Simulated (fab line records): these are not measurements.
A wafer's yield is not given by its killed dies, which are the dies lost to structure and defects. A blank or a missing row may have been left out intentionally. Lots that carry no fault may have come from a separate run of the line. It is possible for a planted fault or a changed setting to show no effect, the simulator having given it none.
Struck lot and sound lot, side by side ; flow nand_harc ; 36 out of 1302 route steps
Sound: the wafers L756.2, L756.3, L756.4. The struck wafers were L747.2, L747.4, L747.6. The cause comes at the end.
Each step with rows lists, per side, the tool, then ch with its chambers, then its first start. Under that, the readings that differ: sound wafers ; struck wafers ; difference of the means ; sigmas: that difference in standard deviations of wafers without a fault.
alike: a reading whose means differ by less than 2 such deviations, as well as words and numbers matching on both sides. not compared: withheld readings; readings where some wafer has no value; bounds like >300 that might hide an equal value; numbers whose values overlap and for which the record gives no deviation.
The two part at a step that has a row with sigmas, a row that says differs or no value, or rows on one side only. When numbers do not overlap yet have no deviation, they are printed without sigmas and do not part them. A reading missing from all wafers of one side parts the sides only when that side holds two or more wafers.

first, 10 steps without rows for these wafers: NHARC_A_CHANNEL_HOLE_D2_DEP_00 (deposits aC, target thk 3100 nm); NHARC_A_CHANNEL_HOLE_D2_DEP_01 (deposits SiON, target thk 140 nm); NHARC_A_CHANNEL_HOLE_D2_DEHYDRATE_02 (time 120 s); NHARC_A_CHANNEL_HOLE_D2_HMDS_03 (time 30 s); NHARC_A_CHANNEL_HOLE_D2_COAT_36 (time 75 s); NHARC_A_CHANNEL_HOLE_D2_COAT_37 (time 65 s); NHARC_A_CHANNEL_HOLE_D2_COAT_04 (resist thk 90 nm); NHARC_A_CHANNEL_HOLE_D2_SOFTBAKE_05 (time 55 s); NHARC_A_CHANNEL_HOLE_D2_EBR_06; NHARC_A_CHANNEL_HOLE_D2_EXPOSE_07 (exposes mask HOLE D2, target cd 100 nm).
NHARC_A_CHANNEL_HOLE_D2_PEB_08: peb time 65 s.
  sound on litho_track-01 ch 0, day 21 19:47; struck on litho_track-06 ch 0, day 17 23:16
reading;sound;struck;difference;sigmas
heater_power_total_W (W);157.1 157.1 156.7;160.1 159.7 159.7;+2.9;+7
plate_temp_C (C);100.36 100.27 100.14;101.59 101.64 101.46;+1.31;+11
then, 1 step without rows for these wafers: NHARC_A_CHANNEL_HOLE_D2_DEVELOP_09 (develop time 35 s).
NHARC_A_CHANNEL_HOLE_D2_CD_MEAS_10: target cd 100 nm.
  sound on cd_sem-03 ch 0, day 21 19:52; struck on cd_sem-01 ch 0, day 17 23:21
reading;sound;struck;difference;sigmas
cd_nm (nm);99.8 99.8 100.7;105.0 105.4 104.6;+4.9;+9
NHARC_A_CHANNEL_HOLE_D2_DESCUM_15: chemistry O2, time 3 s.
  sound on rie_diel-02 ch 0,1,2, day 21 20:02; struck on rie_diel-02 ch 0,3, day 17 23:32
reading;sound;struck;difference;sigmas
model.A_CHANNEL_HOLE_D2.cd_nm (nm);99.13 98.62 100.2;106.1 105.5 104;+5.9;
  alike: drypump_motor_current_A, oes_product_au, rf_vpp_V, showerhead_plenum_p_Torr, throttle_valve_pct
  not compared: rf_hours_counter_h
then, 16 steps without rows for these wafers: NHARC_A_CHANNEL_HOLE_D2_ETCH_38 (etches the open film in CF4, target depth 39 nm, time 65 s); NHARC_A_CHANNEL_HOLE_D2_ETCH_39 (etches the open film in N2/H2, target depth 260 nm, time 325 s); NHARC_A_CHANNEL_HOLE_D2_ETCH_34 (etches the open film in CF4/CHF3, target depth 154 nm, time 77 s); NHARC_A_CHANNEL_HOLE_D2_ETCH_16 (etches the open film in O2/COS, target depth 3100 nm, time 806 s); NHARC_A_CHANNEL_HOLE_D2_ETCH_19 (etches the open film in C4F8/O2/Ar, time 34.5 s); NHARC_A_CHANNEL_HOLE_D2_ETCH_20 (etches the open film in C4F8/O2/Ar, time 361.9 s, target depth 1600 nm); NHARC_A_CHANNEL_HOLE_D2_ETCH_21 (etches the open film in C4F8/O2/Ar, time 514.3 s, target depth 1600 nm); NHARC_A_CHANNEL_HOLE_D2_ETCH_22 (etches the open film in C4F8/O2/Ar, time 666.7 s, target depth 1600 nm); NHARC_A_CHANNEL_HOLE_D2_ETCH_23 (etches the open film in C4F8/O2/Ar, time 819 s, target depth 1600 nm); NHARC_A_CHANNEL_HOLE_D2_ETCH_24 (etches the open film in C4F8/O2/Ar, time 906.2 s, target depth 1500 nm); NHARC_A_CHANNEL_HOLE_D2_ETCH_25 (etches the open film in C4F8/O2/Ar, time 1040.2 s, target depth 1500 nm); NHARC_A_CHANNEL_HOLE_D2_ETCH_26 (etches the open film in C4F8/O2/Ar, time 224.1 s, target depth 300 nm); NHARC_A_CHANNEL_HOLE_D2_ETCH_27 (etches the open film in C4F8/O2/Ar, time 90 s, target depth 400 nm); NHARC_A_CHANNEL_HOLE_D2_STRIP_41 (strips in N2/H2); NHARC_A_CHANNEL_HOLE_D2_STRIP_42 (strips in CF4/CHF3); NHARC_A_CHANNEL_HOLE_D2_STRIP_43 (strips in O2/COS).
NHARC_A_CHANNEL_HOLE_D2_ETCH_44: etches the open film in CF4/O2, target depth 140 nm, overetch 14 nm, time 77 s.
  sound on rie_diel-03 ch 0,1,3, day 22 09:24; struck on rie_diel-03 ch 1,2, day 18 05:31
reading;sound;struck;difference;sigmas
showerhead_plenum_p_Torr (Torr);1.39 1.42 1.41;1.26 1.41 1.26;-0.10;-2
model.A_CHANNEL_HOLE_D2.cd_nm (nm);90.38 88.87 91.85;94.89 95.49 94.23;+4.50;
  alike: drypump_motor_current_A, oes_product_au, rf_vpp_V, throttle_valve_pct
  not compared: rf_hours_counter_h
then, 3 steps without rows for these wafers: NHARC_A_CHANNEL_HOLE_D2_STRIP_28 (strips in O2); NHARC_A_CHANNEL_HOLE_D2_PRECLEAN_29 (cleans in SC1); NHARC_A_CHANNEL_HOLE_D2_SRD_30.
NHARC_A_CHANNEL_HOLE_D2_CD_MEAS_31:
  sound on cd_sem-03, day 22 10:14; struck on cd_sem-01, day 18 06:19
reading;sound;struck;difference;sigmas
cd_nm (nm);90.4 88.9 93.0;95.3 95.6 94.1;+4.2;+3
NHARC_A_CHANNEL_HOLE_D2_XSEM_32:
  sound on xsem-02 ch 0, day 22 10:20; struck on xsem-01 ch 0, day 18 06:24
reading;sound;struck;difference;sigmas
bot_cd_nm (nm);74.9 74.1 78.0;81.4 80.6 79.6;+4.9;+3
  alike: bow_nm, tilt_deg

WHERE THEY PART
Earliest at NHARC_A_CHANNEL_HOLE_D2_PEB_08; latest, in this record, at NHARC_A_CHANNEL_HOLE_D2_XSEM_32.

WHY: what had been put in by the simulator
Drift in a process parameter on litho_track-06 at NHARC_A_CHANNEL_HOLE_D2_PEB_08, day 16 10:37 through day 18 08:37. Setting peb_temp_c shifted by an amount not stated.
